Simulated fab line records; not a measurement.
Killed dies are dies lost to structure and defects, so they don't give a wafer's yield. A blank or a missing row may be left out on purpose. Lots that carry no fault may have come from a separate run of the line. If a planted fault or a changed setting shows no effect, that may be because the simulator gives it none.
8D (eight disciplines) problem report, filled in by code	flow nand_harc	the parts of the form that need people (team, actions taken, sign-off) are left out

== 1. PROBLEM STATEMENT ==
Wafers without a fault read 59 s, standard deviation 4.3; time_to_endpoint_s at NHARC_A_CONTACT_CMP_20 reads a mean of 1 s on 6 wafers belonging to 2 lots. Relative to the usual mean, that is a shift of -13 standard deviations.
The step: polishes, t overpolish 30 s, target thk 300 nm.
First seen on wafer L566.2, day 21 21:31, on cmp-04. Wafers with a number at this step in the record: 42, from 14 lots. Rule for "out", or "out of limits": more than 4 standard deviations from the usual mean. Any other wafer with a number is counted as sound.

== 2. WHAT THIS IS AND IS NOT ==
question	is	is not
which readings at this step	time_to_endpoint_s	motor_current_A, overpolish_run_s, slurry_filter_dp_kPa
which lots	L566, L567	L548, L549, L550, L551, L553, L555, L556, L557, L561, L569, L570, L571
which wafers of those lots	all that have a number	-
read on which tools	cmp-04	cmp-02, cmp-03
when	from day 21 21:31	up to then (27 sound wafers); but 9 sound wafers of L569, L570, L571 came after

== 3. WHAT RULES OUT EACH SUSPECT ==
Counting: a tool at any process step up to the reading remains a suspect when it ran all the lots that are out and ran no sound lot after the first of those.
- rie_diel-05 at NHARC_A_CONTACT_ETCH_98 (etches the open film in C4F6/O2, target depth 20 nm, time 10 s): ruled out as a lasting fault. After its first lot that is out, L566 (day 21 20:38), sound lots L571 ran on it. With no start given for some of its lots, NHARC_A_CONTACT_ETCH_98 uses the hours and lot order of NHARC_A_CONTACT_CVD_19.
- cvd_w-01 at NHARC_A_CONTACT_CVD_19 (deposits W, target thk 300 nm, time 802 s): kept. Every lot that is out went through it, starting with L566 (day 21 20:38), and after that it ran no sound lot; the last sound lot it ran before then is L561 (day 20 04:01).
- cmp-04 at NHARC_A_CONTACT_CMP_20 (polishes, t overpolish 30 s, target thk 300 nm): ruled out as a lasting fault. After its first lot that is out, L566 (day 21 21:31), sound lots L569 ran on it.
After counting, what remains is cvd_w-01 at NHARC_A_CONTACT_CVD_19.

== 4. THE CAUSE (what the simulator had put in) ==
Whole step skipped at NHARC_A_CONTACT_CVD_19 on cvd_w-01, starting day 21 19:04. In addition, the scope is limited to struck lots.
Counting left only this tool.

== 5. THE CHAIN OF EFFECTS, in route order ==
Each row: a reading whose mean over the struck wafers that have a number lies more than 3 standard deviations from the usual. Readings are gone through only where the record gives a usual standard deviation; hours: the median, over the lots, of the time from a lot's start at the first step in this table giving one to that lot's start at this step; sigmas: the change measured in usual standard deviations.
hours	step	reading	usual	on struck wafers	change	sigmas
0	NHARC_A_CONTACT_CMP_20	time_to_endpoint_s	59 s	1	-58	-13
It contains these process steps:
- NHARC_A_CONTACT_CMP_20: polishes, t overpolish 30 s, target thk 300 nm.
Readings that are blank on the struck wafers while sound wafers have them: chamber_pressure_Torr at NHARC_A_CONTACT_CVD_19; heater_power_outer_w at NHARC_A_CONTACT_CVD_19; heater_power_w at NHARC_A_CONTACT_CVD_19; throttle_valve_pct at NHARC_A_CONTACT_CVD_19.

== 6. WHAT WOULD HAVE CAUGHT IT SOONER ==
First out-of-limits reading in this record: day 21 21:31, which is 2 hours after fault onset at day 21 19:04.
At NHARC_A_CONTACT_CVD_19 the tool's readings are blank on the struck wafers, where sound wafers have them: an empty tool record is the first sign, and it was there at once.
Of the lots that are out (2), L567 began NHARC_A_CONTACT_CVD_19 on cvd_w-01 after day 21 21:31. Holding the tool at that time would have saved it.
